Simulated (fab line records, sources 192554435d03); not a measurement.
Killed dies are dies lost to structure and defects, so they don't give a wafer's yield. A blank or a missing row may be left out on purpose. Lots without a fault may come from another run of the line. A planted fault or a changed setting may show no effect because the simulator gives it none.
fab line records | flow n5_finfet
record lots=5 wafers=15 last_day=17
route steps=1938 shown FIN_SAQP@97 BEOL_M4@1111 PASSIVATION@1936
lots that met no fault: from a run of the same line without faults
start_h: hours from the record's first day to the start of the lot's first wafer shown | wait_h: hours since the lot's step before | " the same as in the row above | L1.1+2: a row that stands for several wafers | - no value, or no start given | * or withheld: withheld | < > ~ a bound
route shown NAME@n: a module of which the file shows steps, and the number in the route of the first | usual: mean/standard deviation of fault-free wafers | same: alike in all rows | chamber/n: place in a boat | sites: the reading at each site | _std_site: their standard deviation | _edge_site: outer sites' mean less inner sites' | radius_mm: how far each site lies from the wafer's centre | mask NAME#n: copy n | behind: the tool/chamber that last shaped the wafer | hold: why the lot was held/for how many hours/how that ended | device: the transistor (n, p or np) that didn't switch | end of line: the same wafers' tests at the end of the route | a step without rows: its recipe alone | killed: dies lost to structure and defects at the first sort, not the wafer's yield | map: a wafer's dies, x killed, . not, _ none there
set.NAME: the setting as run; set.NAME@STEP: as run at that earlier step | model.NAME: the simulator's own value behind a step, which no gauge read
lots at some steps of the route; a table a step, a row a wafer
services: from which hour (start_h, from the record's first day; less than 0 if before it) a tool's chamber was out of use, for how many hours, and why
## steps
# step N5_FIN_SAQP_THK_MEAS_05
# usual thk_nm=37.8/0.58
# columns lot.wafer tool chamber start_h wait_h thk_nm
L400.1 film_metro-01 - 38.89 0.1 38.2
L400.4 " - " " 39.0
L400.5 " - " " 38.6
L402.2 film_metro-02 - 50.90 0.1 37.0
L402.3 " - " " 37.3
L402.6 " - " " 37.7
L405.1 film_metro-01 - 69.10 0.1 37.7
L405.2 " - " " 38.0
L405.4 " - " " 38.1
L415.4 film_metro-02 - 130.25 0.0 38.4
L415.5 " - " " 37.5
L415.6 " - " " 37.6
L419.1 film_metro-02 - 152.72 0.1 37.3
L419.3 " - " " 37.2
L419.6 " - " " 38.4
# step N5_FIN_SAQP_PECVD_47
# recipe material=a-Si target_thk_a=450 temp_c=400 precursor=SiH4/He pressure_torr=3 rf_w=100 time_s=36.3
# usual heater_power_w=779/79 showerhead_plenum_p_Torr=5.67/0.08 susceptor_temp_C=400.00/0.23 throttle_valve_pct=18.4/1.8
# columns lot.wafer tool chamber start_h wait_h heater_power_w showerhead_plenum_p_Torr susceptor_temp_C throttle_valve_pct
L400.1 pecvd-03 1 38.93 0.0 773 5.57 400.06 16.2
L400.4 " 0 " " 683 5.73 399.96 20.6
L400.5 " 1 " " 766 5.56 400.25 16.6
L402.2 pecvd-03 0 50.94 0.0 696 5.73 399.91 20.7
L402.3 " 1 " " 828 5.56 400.28 16.3
L402.6 " 1 " " 849 5.55 400.05 16.4
L405.1 pecvd-02 0 69.14 0.0 712 5.69 399.93 16.6
L405.2 " 1 " " 733 5.77 400.25 20.5
L405.4 " 2 " " 876 5.60 399.61 16.8
L415.4 pecvd-02 0 130.31 0.1 777 5.68 400.12 17.1
L415.5 " 1 " " 763 5.79 399.67 20.6
L415.6 " 2 " " 778 5.61 400.17 16.9
L419.1 pecvd-03 0 152.76 0.0 711 5.74 400.13 20.5
L419.3 " 2 " " 776 5.60 400.04 16.8
L419.6 " 1 " " 744 5.55 400.03 16.7
# step N5_FIN_SAQP_PECVD_48
# recipe material=SiNx target_thk_a=250 temp_c=400 precursor=SiH4/NH3/N2 pressure_torr=1.5 rf_w=300 time_s=22.1
# usual heater_power_w=710/82 showerhead_plenum_p_Torr=5.14/0.11 susceptor_temp_C=400.01/0.22 throttle_valve_pct=40/4
# columns lot.wafer tool chamber start_h wait_h heater_power_w showerhead_plenum_p_Torr susceptor_temp_C throttle_valve_pct
L400.1 pecvd-03 1 38.97 0.0 769 5.00 399.48 36
L400.4 " 0 " " 618 5.24 399.77 45
L400.5 " 1 " " 789 4.99 399.95 36
L402.2 pecvd-03 0 50.98 0.0 571 5.24 400.02 46
L402.3 " 1 " " 739 4.99 400.29 36
L402.6 " 1 " " 745 5.00 400.01 36
L405.1 pecvd-02 0 69.18 0.0 675 5.15 400.34 37
L405.2 " 1 " " 635 5.28 400.35 46
L405.4 " 2 " " 817 5.04 400.31 37
L415.4 pecvd-02 0 130.35 0.0 635 5.16 399.78 37
L415.5 " 1 " " 646 5.28 399.75 45
L415.6 " 2 " " 686 5.06 399.84 37
L419.1 pecvd-03 0 152.80 0.0 559 5.23 400.59 46
L419.3 " 2 " " 664 5.07 399.88 37
L419.6 " 1 " " 761 5.00 399.77 36
# step N5_FIN_SAQP_PECVD_06
# recipe material=a-Si target_thk_a=600 temp_c=400 precursor=SiH4/He pressure_torr=3 rf_w=100 time_s=48.1
# usual heater_power_w=788/78 showerhead_plenum_p_Torr=5.67/0.079 susceptor_temp_C=400.00/0.25 throttle_valve_pct=18.4/1.8
# columns lot.wafer tool chamber start_h wait_h heater_power_w showerhead_plenum_p_Torr susceptor_temp_C throttle_valve_pct
L400.1 pecvd-03 1 39.01 0.0 863 5.55 399.84 16.3
L400.4 " 0 " " 652 5.74 399.40 20.8
L400.5 " 1 " " 842 5.57 399.78 16.4
L402.2 pecvd-03 0 51.02 0.0 714 5.74 399.69 20.7
L402.3 " 1 " " 793 5.58 400.17 16.5
L402.6 " 1 " " 789 5.58 400.20 16.2
L405.1 pecvd-02 0 69.22 0.0 830 5.66 400.03 16.8
L405.2 " 1 " " 655 5.77 399.82 20.5
L405.4 " 2 " " 829 5.59 400.48 16.8
L415.4 pecvd-02 0 130.40 0.0 720 5.69 400.16 16.8
L415.5 " 1 " " 725 5.77 399.97 20.4
L415.6 " 2 " " 786 5.60 400.56 17.2
L419.1 pecvd-03 0 152.84 0.0 694 5.74 399.92 20.8
L419.3 " 2 " " 805 5.62 399.76 16.8
L419.6 " 1 " " 831 5.58 400.36 16.6
# step N5_FIN_SAQP_THK_MEAS_07
# usual thk_nm=59.9/0.8
# columns lot.wafer tool chamber start_h wait_h thk_nm
L400.1 film_metro-02 - 39.10 0.1 58.8
L400.4 " - " " 60.5
L400.5 " - " " 60.1
L402.2 film_metro-02 - 51.11 0.1 59.0
L402.3 " - " " 58.9
L402.6 " - " " 59.2
L405.1 film_metro-01 - 69.31 0.1 59.4
L405.2 " - " " 58.5
L405.4 " - " " 58.6
L415.4 film_metro-02 - 130.46 0.0 61.0
L415.5 " - " " 59.8
L415.6 " - " " 60.5
L419.1 film_metro-01 - 152.93 0.1 59.7
L419.3 " - " " 60.4
L419.6 " - " " 59.9
# step N5_FIN_SAQP_HM_DEP_72
# recipe material=SiO2 target_thk_a=120 temp_c=400 precursor=SiH4/N2O pressure_torr=0.75 rf_w=275 time_s=7.2
# usual heater_power_w=748/91 showerhead_plenum_p_Torr=8.16/0.24 susceptor_temp_C=400.02/0.22
# columns lot.wafer tool chamber start_h wait_h heater_power_w showerhead_plenum_p_Torr susceptor_temp_C
L400.1 pecvd-02 0 39.13 0.0 733 8.19 400.27
L400.4 " 1 " " 684 8.42 399.92
L400.5 " 1 " " 666 8.44 399.75
L402.2 pecvd-01 2 51.15 0.0 813 7.91 400.15
L402.3 " 0 " " 800 8.48 399.57
L402.6 " 2 " " 812 7.86 400.27
L405.1 pecvd-01 1 69.35 0.0 776 8.26 400.17
L405.2 " 0 " " 717 8.47 399.89
L405.4 " 0 " " 708 8.47 400.03
L415.4 pecvd-03 1 130.52 0.1 783 7.87 400.12
L415.5 " 0 " " 608 8.37 400.03
L415.6 " 2 " " 634 7.96 400.57
L419.1 pecvd-02 2 152.97 0.0 715 7.97 399.82
L419.3 " 1 " " 686 8.44 399.89
L419.6 " 1 " " 685 8.41 399.66
# step N5_FIN_SAQP_COAT_49
# recipe resist=SOC temp_c=250 time_s=60 spin_rpm=1500 resist_thk_nm=100
# step N5_FIN_SAQP_COAT_50
# recipe resist=SiARC temp_c=220 time_s=60 spin_rpm=1500 resist_thk_nm=35
# step N5_FIN_SAQP_COAT_10
# recipe resist=CAR-ArF spin_rpm=1500 resist_thk_nm=90
# step N5_FIN_SAQP_EBR_12
# recipe solvent=PGMEA ebr_width_mm=1.5
# step N5_FIN_SAQP_SOFTBAKE_11
# recipe temp_c=110 time_s=60 resist=CAR-ArF
# step N5_FIN_SAQP_EXPOSE_13
# recipe mask_id=FIN_CORE na=1.35 source_shape=dipole sigma_inner=0.538 sigma_outer=0.738 polarization=te target_cd_nm=35.6 dose_mj=63.25
# step N5_FIN_SAQP_PEB_14
# recipe peb_temp_c=withheld peb_time_s=60 resist=CAR-ArF
# columns lot.wafer tool chamber start_h wait_h
L400.1+4+5 litho_track-03 0 39.41 0.1
L402.2+3+6 litho_track-03 0 51.40 0.0
L405.1+2+4 litho_track-04 0 69.73 0.1
L415.4+5+6 litho_track-01 0 131.47 0.0
L419.1+3+6 litho_track-01 0 153.35 0.1
# step N5_FIN_SAQP_DEVELOP_15
# recipe develop_time_s=30 developer=TMAH resist=CAR-ArF dev_temp_c=23 rinse_liquid=diw dry=air_spin
# step N5_FIN_SAQP_CD_MEAS_16
# recipe target_cd_nm=35.6 landing_energy_ev=500 detector=se_inlens
# usual cd_nm=35.8/0.34
# columns lot.wafer tool chamber start_h wait_h cd_nm
L400.1 cd_sem-02 0 39.48 - 35.7
L400.4 " 0 " " 35.8
L400.5 " 0 " " 35.9
L402.2 cd_sem-01 0 51.47 - 35.5
L402.3 " 0 " " 35.2
L402.6 " 0 " " 35.5
L405.1 cd_sem-01 0 69.79 - 37.3
L405.2 " 0 " " 37.3
L405.4 " 0 " " 37.1
L415.4 cd_sem-03 0 131.54 - 36.5
L415.5 " 0 " " 35.6
L415.6 " 0 " " 35.8
L419.1 cd_sem-03 0 153.42 - 36.0
L419.3 " 0 " " 36.0
L419.6 " 0 " " 35.4
# step N5_FIN_SAQP_OVL_MEAS_17
# recipe points_per_wafer=44
# usual FIN_CORE_OVL=0.3/0.79
# columns lot.wafer tool chamber start_h wait_h FIN_CORE_OVL[nm]
L400.1 overlay-02 0 39.52 0.0 1.0
L400.4 " 0 " " 1.1
L400.5 " 0 " " 0.8
L402.2 overlay-02 0 51.51 0.0 1.4
L402.3 " 0 " " 1.1
L402.6 " 0 " " 0.5
L405.1 overlay-01 0 69.83 0.0 -0.6
L405.2 " 0 " " -1.5
L405.4 " 0 " " -0.6
L415.4 overlay-02 0 131.58 0.0 -0.1
L415.5 " 0 " " 0.5
L415.6 " 0 " " 0.5
L419.1 overlay-02 0 153.46 0.0 0.2
L419.3 " 0 " " 0.3
L419.6 " 0 " " -0.1
# step N5_BEOL_M4_RC_MEAS_101
# usual DIBL_N=37.3/2.3 DIBL_P=37.4/2.9 IOFF_N=0.18/0.045 IOFF_P=0.25/0.054 ION_N=679/15 ION_P=468/9.7 SS_N=71.8/0.62 SS_P=73.6/0.76 VT_N=248/4.1 VT_P=-248/3.6
# columns lot.wafer tool chamber start_h wait_h DIBL_N[mV/V] DIBL_P[mV/V] IOFF_N[nA/um] IOFF_P[nA/um] ION_N[uA/um] ION_P[uA/um] SS_N[mV/dec] SS_P[mV/dec] VT_N[mV] VT_P[mV]
L400.1 prober-01 0 189.07 0.0 31.8 30.7 0.08 0.13 643 443 70.8 71.7 259 -255
L400.4 " 0 " " 36.7 38.2 0.16 0.24 678 472 72.2 72.8 252 -248
L400.5 " 0 " " 34.5 35.6 0.13 0.18 667 467 71.2 72.9 251 -248
L402.2 prober-02 0 195.51 0.2 36.6 36.5 0.16 0.19 685 467 71.4 73.1 250 -252
L402.3 " 0 " " 36.4 37.9 0.15 0.21 662 459 71.6 74.0 253 -252
L402.6 " 0 " " 38.1 38.0 0.18 0.22 683 455 71.7 73.8 251 -253
L405.1 prober-02 0 215.84 0.0 36.0 34.1 0.14 0.21 672 467 71.5 73.0 252 -248
L405.2 " 0 " " 39.8 38.8 0.20 0.29 676 469 72.7 74.6 247 -246
L405.4 " 0 " " 38.3 37.0 0.19 0.28 689 479 72.2 74.0 242 -244
L415.4 prober-01 0 274.70 0.5 39.5 39.7 0.21 0.24 694 464 72.2 73.9 242 -250
L415.5 " 0 " " 37.1 37.3 0.16 0.20 675 461 72.1 73.2 250 -252
L415.6 " 0 " " 37.6 37.8 0.18 0.22 674 462 71.8 73.6 243 -249
L419.1 prober-01 0 300.52 0.0 35.7 35.9 0.15 0.20 665 462 71.9 72.8 253 -251
L419.3 " 0 " " 38.5 39.3 0.19 0.26 687 470 72.2 74.0 247 -245
L419.6 " 0 " " 37.6 38.3 0.18 0.24 690 468 72.0 74.0 247 -249
# step N5_PASSIVATION_PROBE_49
# usual defect_limited_yield=91.3/1.5 killed_at_M0_to_M3=35/8.7 killed_at_M4_up=14/5.5 killed_at_contacts=11/5.6 killed_at_front_end=39/13 killed_at_other=3.7/2.2 killed_dies=103/18 killed_open=69/14 killed_short=33/7.8 sort_bin_5_function=5.1/0.99 sort_bin_6_memory=3.3/0.67 sort_bin_8_speed=0.02/0.17 sort_n_pass=1077/18 sort_yield_pct=91.2/1.5
# same gross_dies=1180 killed_at_back_side=0 sort_bin_4_leakage[%]=0
# columns lot.wafer tool chamber start_h wait_h defect_limited_yield[%] killed_at_M0_to_M3 killed_at_M4_up killed_at_contacts killed_at_front_end killed_at_other killed_dies killed_open killed_short sort_bin_5_function[%] sort_bin_6_memory[%] sort_bin_8_speed[%] sort_n_pass sort_yield_pct[%]
L415.4 prober-02 - 377.76 0.2 92.4 33 9 12 33 3 90 51 37 3.7 3.5 0 1090 92.4
L415.5 prober-02 - 377.81 0.2 92.6 32 9 9 32 5 87 52 32 3.6 3.4 0 1093 92.6
L415.6 prober-02 - 377.86 0.3 91.6 43 7 10 33 6 99 59 39 5.5 2.3 0 1081 91.6
# killed by level:class
L415.4 FIN_SAQP:geometric_particle:short=10 MOL_CONTACT_COAG:geometric_particle:open=10 BEOL_M0_SAQP:geometric_particle:short=9 BEOL_M2:geometric_particle:open=8 DUMMY_GATE:geometric_particle:open=6 BEOL_M1:geometric_particle:open=5 FIN_SAQP:geometric_particle:open=4 BEOL_M0_SAQP:geometric_particle:open=4
L415.5 MOL_CONTACT_COAG:geometric_particle:open=8 BEOL_M0_SAQP:geometric_particle:short=8 STI_FIN_REVEAL:geometric_particle:open=7 FIN_SAQP:geometric_particle:open=6 BEOL_M2:geometric_particle:open=6 FIN_SAQP:geometric_particle:short=5 DUMMY_GATE:geometric_particle:open=5 BEOL_M0_SAQP:geometric_particle:open=5
L415.6 BEOL_M2:geometric_particle:open=14 BEOL_M0_SAQP:geometric_particle:open=11 FIN_SAQP:geometric_particle:short=10 MOL_CONTACT_COAG:geometric_particle:open=8 BEOL_M0_SAQP:geometric_particle:short=6 BEOL_M2:geometric_particle:short=4 FIN_SAQP:geometric_particle:open=3 DUMMY_GATE:geometric_particle:open=3
## services
# columns tool chamber start_h hours kind
pecvd-02 2 21.12 - clean
pecvd-02 2 21.12 - consumable_replace:showerhead
pecvd-02 2 21.12 29.0 scheduled_down
pecvd-02 2 21.12 29.0 vent_cycle
litho_track-04 - 22.67 - consumable_replace:filter
pecvd-02 - 27.67 5.5 pm
pecvd-02 2 58.41 3.5 repair
pecvd-02 0 74.20 2.1 scheduled_down
pecvd-03 2 86.92 2.1 scheduled_down
pecvd-02 - 88.15 6.0 pm
pecvd-01 - 91.04 14.6 pm
pecvd-03 2 116.78 12.4 repair
litho_track-04 - 148.66 - consumable_replace:filter
## key
first_sign step=N5_FIN_SAQP_CD_MEAS_16 reading=cd_nm direction=up sigmas=4.4 usual=35.8 struck=37.3
effect none on later readings
met_at N5_FIN_SAQP_PEB_14
struck_wafers L405.1,L405.2,L405.4
also_fits N5_FIN_SAQP_HM_DEP_72:pecvd-01
fault kind=process_parameter_drift tool=litho_track-04 chamber=- onset_h=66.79 steps=N5_FIN_SAQP_PEB_14 channel=peb_time_s offset=* shape=step end_h=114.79 acts_in=* stated=*
